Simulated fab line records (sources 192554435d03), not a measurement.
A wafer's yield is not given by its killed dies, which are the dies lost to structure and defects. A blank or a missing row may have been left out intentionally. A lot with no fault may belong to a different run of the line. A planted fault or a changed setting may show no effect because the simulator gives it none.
fab line records -- flow n5-finfet -- part 2 of 2: steps 23 to 28 of 28
record: lots: 5, wafers: 15, last-day: 21
route steps=1938 shown BEOL_M7@1327 BEOL_M8@1332
lots that met no fault: from a run of the same line without faults
start-h: hours from the record's first day to the start of the lot's first wafer shown -- wait-h: time in hours since the lot's previous step -- " same as the row above -- L1.1+2: a single row standing in for several wafers -- - no value, or no start was given -- * or withheld: withheld -- < > ~ a bound
route shown NAME@n: NAME is a module with steps in the file, n the number in the route of the first one -- usual: the fault-free wafers' mean and standard deviation -- same: alike in all rows -- chamber/n: place in a boat -- sites: per-site readings -- _std_site: how widely they spread, as a standard deviation -- _edge_site: the outer-site mean with the inner-site mean subtracted -- radius-mm: how far each site lies from the wafer's centre -- mask NAME#n: copy n -- behind: the tool/chamber that last shaped the wafer -- hold: what put the lot on hold/how long, in hours/how the hold closed -- device: names the non-switching transistor (n, p or np) -- end of line: the tests these same wafers got at the end of their route -- step lacking rows: just its recipe -- killed: the dies lost at the first sort to structure and to defects; this is not the yield of the wafer -- map: a wafer's dies, x killed, . not, _ none there
set.NAME: setting as actually run; set.NAME@STEP: the setting as run at that earlier step -- model.NAME: the simulator's own value behind a step, which no gauge read
lots at some steps of the route; a table a step, a row a wafer
services: when a tool's chamber went out of use (start-h, in hours from the record's first day, below 0 if earlier), for how many hours, and the reason
== steps ==
step: N5_BEOL_M8_ETCH_61
recipe: chemistry: CF4, target: SiARC, target-depth-a: 455, mask-material: CAR-ArF, time-s: 75.8, ion-energy-ev: 80, pressure-mtorr: 40, source-w: 545, bias-w: 36, Ar_flow_sccm: 100, cf4-flow-sccm: 100, ends: cleared
usual: cf4-flow-sccm: 100.0/0.31, drypump-motor-current-A: 6.0/0.4, etch-rf-on-time-s: 75.8/2, mfc-ar-sccm: 100.01/0.29, oes-product-au: 0.68/0.066, rf-vpp-V: 184.3/1.2, showerhead-plenum-p-Torr: 2.16/0.061, throttle-valve-pct: 15.52/0.14
lot.wafer,tool,chamber,start-h,wait-h,cf4-flow-sccm,drypump-motor-current-A,etch-rf-on-time-s,mfc-ar-sccm,oes-product-au,rf-hours-counter-h,rf-vpp-V,showerhead-plenum-p-Torr,throttle-valve-pct
L079.1,rie-diel-01,0,313.23,0.0,100.3,6.2,75.6,99.92,0.66,132,185.6,2.24,15.59
L079.5,rie-diel-01,2,313.23,0.0,100.4,5.5,76.0,100.19,0.60,-,183.3,2.11,15.62
L079.6,rie-diel-01,1,313.23,0.0,100.1,5.9,75.7,99.93,0.77,-,184.4,2.11,15.52
L086.1,rie-diel-01,1,359.52,0.0,100.1,5.9,75.2,100.30,0.74,39,183.4,2.10,15.57
L086.2,rie-diel-01,3,359.52,0.0,99.6,6.4,81.0,100.27,0.57,241,183.6,2.10,15.53
L086.4,rie-diel-01,3,359.52,0.0,99.9,6.4,80.8,99.85,0.57,-,184.0,2.10,15.53
L089.3,rie-diel-05,1,378.23,0.0,99.9,6.2,75.4,99.98,0.69,96,184.2,2.25,15.75
L089.4,rie-diel-05,0,378.23,0.0,100.7,5.7,74.6,100.10,0.64,131,184.6,2.23,15.38
L089.6,rie-diel-05,3,378.23,0.0,99.9,6.7,73.6,99.88,0.69,-,186.7,2.24,15.44
L087.3,rie-diel-05,3,385.90,0.0,99.9,6.7,72.9,99.86,0.68,104,184.4,2.23,15.44
L087.4,rie-diel-05,0,385.90,0.0,99.9,5.7,74.2,100.07,0.65,135,186.2,2.22,15.39
L087.5,rie-diel-05,3,385.90,0.0,99.9,6.7,72.6,100.21,0.69,-,186.2,2.23,15.45
L097.1,rie-diel-01,2,435.95,0.0,100.4,5.5,74.1,99.85,0.77,28,183.8,2.10,15.25
L097.4,rie-diel-01,2,435.95,0.0,100.0,5.6,74.0,99.73,0.76,-,182.9,2.10,15.23
L097.5,rie-diel-01,0,435.95,0.0,100.3,6.2,76.7,99.76,0.62,-,184.3,2.22,15.70
step: N5_BEOL_M8_ETCH_62
recipe: chemistry: N2/H2, target: SOC, target-depth-a: 1100, overetch-a: 220, mask-material: SiARC, temp-c: 40, time-s: 165, ion-energy-ev: 200, pressure-mtorr: 30, source-w: 840, bias-w: 150, n2-flow-sccm: 200, h2-flow-sccm: 200
usual: drypump-motor-current-A: 6.0/0.4, oes-product-au: 0.68/0.06, rf-vpp-V: 524.6/2.2, showerhead-plenum-p-Torr: 2.57/0.081, throttle-valve-pct: 17.79/0.24
lot.wafer,tool,chamber,start-h,wait-h,drypump-motor-current-A,oes-product-au,rf-hours-counter-h,rf-vpp-V,showerhead-plenum-p-Torr,throttle-valve-pct
L079.1,rie-diel-01,0,313.29,0.0,6.2,0.65,132,527.0,2.69,18.09
L079.5,rie-diel-01,2,313.29,0.0,5.6,0.59,-,522.4,2.52,17.80
L079.6,rie-diel-01,1,313.29,0.0,6.0,0.76,-,522.4,2.48,17.77
L086.1,rie-diel-01,1,359.57,0.0,5.9,0.74,39,520.2,2.47,17.82
L086.2,rie-diel-01,3,359.57,0.0,6.5,0.59,241,522.7,2.50,17.70
L086.4,rie-diel-01,3,359.57,0.0,6.5,0.59,-,522.1,2.50,17.71
L089.3,rie-diel-05,1,378.28,0.0,6.2,0.68,96,526.0,2.69,18.19
L089.4,rie-diel-05,0,378.28,0.0,5.7,0.63,131,526.2,2.63,17.42
L089.6,rie-diel-05,3,378.28,0.0,6.7,0.67,-,527.4,2.65,17.54
L087.3,rie-diel-05,3,385.95,0.0,6.8,0.66,104,526.2,2.65,17.56
L087.4,rie-diel-05,0,385.95,0.0,5.7,0.63,135,526.5,2.63,17.40
L087.5,rie-diel-05,3,385.95,0.0,6.7,0.67,-,525.6,2.65,17.55
L097.1,rie-diel-01,2,436.01,0.0,5.5,0.74,28,522.0,2.50,17.52
L097.4,rie-diel-01,2,436.01,0.0,5.6,0.75,-,523.3,2.50,17.51
L097.5,rie-diel-01,0,436.01,0.0,6.2,0.62,-,525.7,2.67,18.17
step: N5_BEOL_M8_STRIP_68
recipe: chemistry: N2/H2, temp-c: 40, n2-flow-sccm: 200, h2-flow-sccm: 200, rf-frequency-hz: 6e+07
lot.wafer,tool,chamber,start-h,wait-h
L079.1+5+6,rie-diel-01,"0,2,1",313.42,0.1
L086.1+2+4,rie-diel-01,"1,3,3",359.71,0.1
L089.3+4+6,rie-diel-05,"1,0,3",378.42,0.1
L087.3+4+5,rie-diel-05,"3,0,3",386.09,0.1
L097.1+4+5,rie-diel-01,"2,2,0",436.15,0.1
step: N5_BEOL_M8_STRIP_67
recipe: chemistry: CF4, resist: SiARC, power-w: 300, bias-power-w: 75, pressure-mtorr: 50, cf4-flow-sccm: 150, rf-frequency-hz: 6e+07
usual: cf4-flow-sccm: 150.0/0.46, drypump-motor-current-A: 6.0/0.4, oes-product-au: 0.80/0.073, rf-vpp-V: 271.5/1.4, showerhead-plenum-p-Torr: 1.81/0.043, throttle-valve-pct: 13.49/0.16
lot.wafer,tool,chamber,start-h,wait-h,cf4-flow-sccm,drypump-motor-current-A,oes-product-au,rf-hours-counter-h,rf-vpp-V,showerhead-plenum-p-Torr,throttle-valve-pct
L079.1,rie-diel-01,0,313.43,0.0,150.4,6.2,0.77,132,272.3,1.86,13.50
L079.5,rie-diel-01,2,313.43,0.0,150.0,5.5,0.70,-,270.4,1.77,13.63
L079.6,rie-diel-01,1,313.43,0.0,149.2,5.9,0.89,-,269.9,1.79,13.54
L086.1,rie-diel-01,1,359.72,0.0,150.1,5.9,0.86,40,270.5,1.78,13.55
L086.2,rie-diel-01,3,359.72,0.0,150.2,6.4,0.69,241,270.4,1.76,13.59
L086.4,rie-diel-01,3,359.72,0.0,150.1,6.4,0.69,-,270.5,1.76,13.59
L089.3,rie-diel-05,1,378.43,0.0,150.2,6.2,0.79,96,273.9,1.89,13.71
L089.4,rie-diel-05,0,378.43,0.0,150.5,5.7,0.75,131,272.0,1.86,13.35
L089.6,rie-diel-05,3,378.43,0.0,149.3,6.7,0.79,-,272.5,1.85,13.36
L087.3,rie-diel-05,3,386.10,0.0,150.7,6.7,0.78,104,274.1,1.85,13.34
L087.4,rie-diel-05,0,386.10,0.0,149.5,5.6,0.75,135,272.0,1.85,13.38
L087.5,rie-diel-05,3,386.10,0.0,150.5,6.7,0.78,-,272.5,1.85,13.36
L097.1,rie-diel-01,2,436.16,0.0,149.3,5.6,0.89,28,271.0,1.75,13.18
L097.4,rie-diel-01,2,436.16,0.0,149.6,5.6,0.88,-,270.8,1.76,13.19
L097.5,rie-diel-01,0,436.16,0.0,150.1,6.2,0.72,-,272.4,1.84,13.63
step: N5_BEOL_M8_HM_OPEN_17
recipe: chemistry: Cl2/BCl3, target-depth-a: 200, overetch-a: 60, target: TiN, mask-material: SOC, ion-energy-ev: 150, pressure-mtorr: 10, icp-w: 1000, bias-w: 126, Cl2_flow_sccm: 53.25, bcl3-flow-sccm: 21.75, Ar_flow_sccm: 25
usual: drypump-motor-current-A: 6.0/0.47, mfc-ar-sccm: 25.00/0.08, oes-product-au: 0.66/0.073, throttle-valve-pct: 22.0/0.33
lot.wafer,tool,chamber,start-h,wait-h,drypump-motor-current-A,mfc-ar-sccm,oes-product-au,rf-hours-counter-h,throttle-valve-pct
L079.1,rie-metal-02,0,315.58,2.1,5.4,24.91,0.65,52,22.1
L079.5,rie-metal-02,1,315.58,2.1,5.5,25.14,0.57,-,22.5
L079.6,rie-metal-02,0,315.58,2.1,5.4,24.88,0.64,-,22.1
L086.1,rie-metal-02,0,359.76,0.0,5.4,25.03,0.63,59,22.1
L086.2,rie-metal-02,0,359.76,0.0,5.4,24.95,0.64,-,22.1
L086.4,rie-metal-02,0,359.76,0.0,5.4,25.05,0.63,-,22.1
L089.3,rie-metal-01,1,378.50,0.1,6.3,25.12,0.56,-,22.1
L089.4,rie-metal-01,0,378.50,0.1,6.4,25.06,0.64,-,21.5
L089.6,rie-metal-01,0,378.50,0.1,6.4,25.13,0.65,-,21.5
L087.3,rie-metal-01,0,386.18,0.1,6.4,25.08,0.65,-,21.5
L087.4,rie-metal-01,1,386.18,0.1,6.3,25.01,0.59,-,22.1
L087.5,rie-metal-01,1,386.18,0.1,6.3,24.87,0.58,-,22.0
L097.1,rie-metal-03,1,436.20,0.0,6.5,25.09,0.74,12,21.7
L097.4,rie-metal-03,1,436.20,0.0,6.5,25.07,0.75,-,21.7
L097.5,rie-metal-03,0,436.20,0.0,5.7,25.15,0.65,-,22.1
step: N5_BEOL_M8_STRIP_19
recipe: chemistry: O2, power-w: 400, temp-c: 40, pressure-mtorr: 30, rf-frequency-hz: 6e+07, bias-power-w: 0, overash-fraction: 0.2, o2-flow-sccm: 225
usual: drypump-motor-current-A: 6.0/0.4, oes-product-au: 0.80/0.08, rf-vpp-V: 3.6/0.57, showerhead-plenum-p-Torr: 2.12/0.067, throttle-valve-pct: 16.58/0.17
lot.wafer,tool,chamber,start-h,wait-h,drypump-motor-current-A,oes-product-au,rf-hours-counter-h,rf-vpp-V,showerhead-plenum-p-Torr,throttle-valve-pct
L079.1,rie-diel-05,0,315.83,0.2,5.7,0.75,109,4.0,2.20,16.45
L079.5,rie-diel-05,1,315.83,0.2,6.2,0.85,-,2.8,2.21,16.77
L079.6,rie-diel-05,0,315.83,0.2,5.7,0.75,-,3.7,2.20,16.45
L086.1,rie-diel-05,2,359.96,0.2,5.8,0.78,116,3.8,2.08,16.47
L086.2,rie-diel-05,1,359.96,0.2,6.2,0.82,88,2.7,2.21,16.81
L086.4,rie-diel-05,3,359.96,0.2,6.7,0.78,-,4.2,2.23,16.67
L089.3,rie-diel-01,1,378.70,0.2,5.9,0.86,50,3.8,2.06,16.71
L089.4,rie-diel-01,0,378.70,0.2,6.2,0.75,-,3.7,2.18,16.64
L089.6,rie-diel-01,1,378.70,0.2,5.9,0.86,-,3.9,2.07,16.74
L087.3,rie-diel-04,1,386.26,0.1,6.3,0.86,80,2.9,2.13,16.75
L087.4,rie-diel-04,2,386.26,0.1,5.7,0.73,172,3.7,2.06,16.50
L087.5,rie-diel-04,2,386.26,0.1,5.7,0.73,-,3.3,2.06,16.48
L097.1,rie-diel-04,1,436.43,0.2,6.3,0.82,99,3.5,2.12,16.81
L097.4,rie-diel-04,3,436.43,0.2,5.7,0.87,46,3.9,2.12,16.40
L097.5,rie-diel-04,0,436.43,0.2,5.1,0.84,-,2.7,2.04,16.65
== services ==
tool,chamber,start-h,hours,kind
uv-cure-02,-,287.07,1.0,pm
rie-diel-04,-,287.48,28.1,pm
arfi-scanner-03,-,289.41,1.3,pm
arfi-scanner-03,-,290.97,4.8,pm
arfi-scanner-01,-,303.55,1.3,pm
pecvd-04,1,306.59,4.1,repair
rie-diel-01,1,310.36,2.1,repair
arfi-scanner-03,-,319.37,0.8,pm
pecvd-04,-,324.90,0.8,repair
arfi-scanner-01,-,332.58,4.9,pm
pecvd-01,-,334.31,2.8,pm
rie-metal-02,1,336.31,18.0,repair
rie-diel-04,2,339.41,7.8,repair
arfi-scanner-03,-,339.72,1.8,repair
arfi-scanner-01,-,340.82,0.4,repair
rie-diel-05,0,359.21,8.0,repair
pecvd-04,-,364.73,5.5,pm
pecvd-01,-,371.26,1.8,repair
arfi-scanner-03,-,372.50,3.9,pm
rie-metal-01,-,373.24,0.2,repair
uv-cure-01,-,373.82,22.2,pm
rie-diel-05,-,410.63,0.9,repair
pecvd-01,-,415.89,5.5,pm
rie-diel-01,3,432.33,4.8,repair
